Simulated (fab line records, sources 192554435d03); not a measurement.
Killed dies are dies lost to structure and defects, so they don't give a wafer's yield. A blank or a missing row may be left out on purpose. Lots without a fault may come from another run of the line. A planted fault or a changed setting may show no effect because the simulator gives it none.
Split-lot experiment | flow n5_finfet | 7 lots, 21 wafers read, on a route of 1938 steps

THE SPLIT
At N5_BEOL_M9_ETCH_62 (etches SOC in N2/H2, target depth 110 nm, overetch 22 nm, time 165 s), the setting source_w was moved away from the recipe's 840 W on 5 of the 21 wafers read, by -6.3% to +12.2%. The other wafers ran this setting at the recipe's value.

The reading is taken at the split's own step.

THE READING
rf_vpp_V, in V, at N5_BEOL_M9_ETCH_62 (etches SOC in N2/H2, target depth 110 nm, overetch 22 nm, time 165 s). Fault-free wafers of this fab line usually give 522.7 V, standard deviation 2.7 V.

wafer  | tool, chamber at the split | source_w as run, W | against the recipe | rf_vpp_V, V | against lot-mates on the recipe
L080.1 | rie_diel-04, 2             | 787                | -6.3%              | 536.9       | +11.6
L080.4 | rie_diel-04, 0             | 840                | recipe             | 521.4       | -
L080.5 | rie_diel-04, 1             | 840                | recipe             | 529.2       | -
L083.2 | rie_diel-06, 0             | 840                | recipe             | 522.0       | -
L083.3 | rie_diel-06, 1             | 840                | recipe             | 521.1       | -
L083.4 | rie_diel-06, 1             | 840                | recipe             | 519.0       | -
L084.3 | rie_diel-06, 3             | 840                | recipe             | 519.8       | -
L084.4 | rie_diel-06, 0             | 840                | recipe             | 521.8       | -
L084.6 | rie_diel-06, 1             | 840                | recipe             | 520.0       | -
L085.3 | rie_diel-06, 3             | 840                | recipe             | 520.4       | -
L085.4 | rie_diel-06, 1             | 938.8              | +11.8%             | 500.0       | -20.4
L085.6 | rie_diel-06, 3             | 938.8              | +11.8%             | 500.3       | -20.1
L076.1 | rie_diel-04, 2             | 840                | recipe             | 526.3       | -
L076.2 | rie_diel-04, 3             | 840                | recipe             | 522.7       | -
L076.3 | rie_diel-04, 0             | 840                | recipe             | 521.3       | -
L090.1 | rie_diel-02, 2             | 840                | recipe             | 522.1       | -
L090.3 | rie_diel-02, 1             | 942.3              | +12.2%             | 500.0       | -22.5
L090.4 | rie_diel-02, 3             | 840                | recipe             | 522.8       | -
L093.1 | rie_diel-04, 1             | 840                | recipe             | 528.3       | -
L093.3 | rie_diel-04, 0             | 840                | recipe             | 520.6       | -
L093.5 | rie_diel-04, 1             | 788.8              | -6.1%              | 539.9       | +15.4

THE FIT
A straight line over all 21 wafers: rf_vpp_V changes by -2.01 V for each +1% of source_w; r = -0.96; the points scatter about the line by 2.9 V.
The same after taking each lot's own level away (the mean of its wafers on the recipe; 21 wafers): -1.84 V for each +1%; r = -0.97; scatter 2.3 V.
On that fit, the largest move of source_w shifts the reading by 22 V.
The lots' own levels span 520.40 to 525.30 V, that is 1.8 times the standard deviation above.
So the lot-to-lot level changes the slope little: the two slopes agree.
Check: with one of the wafers moved furthest among these (+12.2%) left out of the fit, the line predicts -22 V for it against its lot-mates. It came out at -22.5 V against them.
Tool readings at the split's step, against how far the setting was moved: rf_vpp_V r = -0.96.

OTHER SPLITS ON THESE WAFERS
These wafers also went through other splits before the reading. Each is held against what the fit with the lots' levels taken away leaves over:
other split on the same wafers  | wafers away from the commonest value | r with rf_vpp_V (lot level and that fit taken away)
N5_BEOL_M8_COAT_22 spin_rpm     | 4                                    | -0.09
N5_BEOL_M8_ETCH_72 h2_flow_sccm | 7                                    | +0.37

THE FILE'S OWN FIT
rf_vpp_V changes by -1.87 V for each +1% of source_w, r = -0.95.
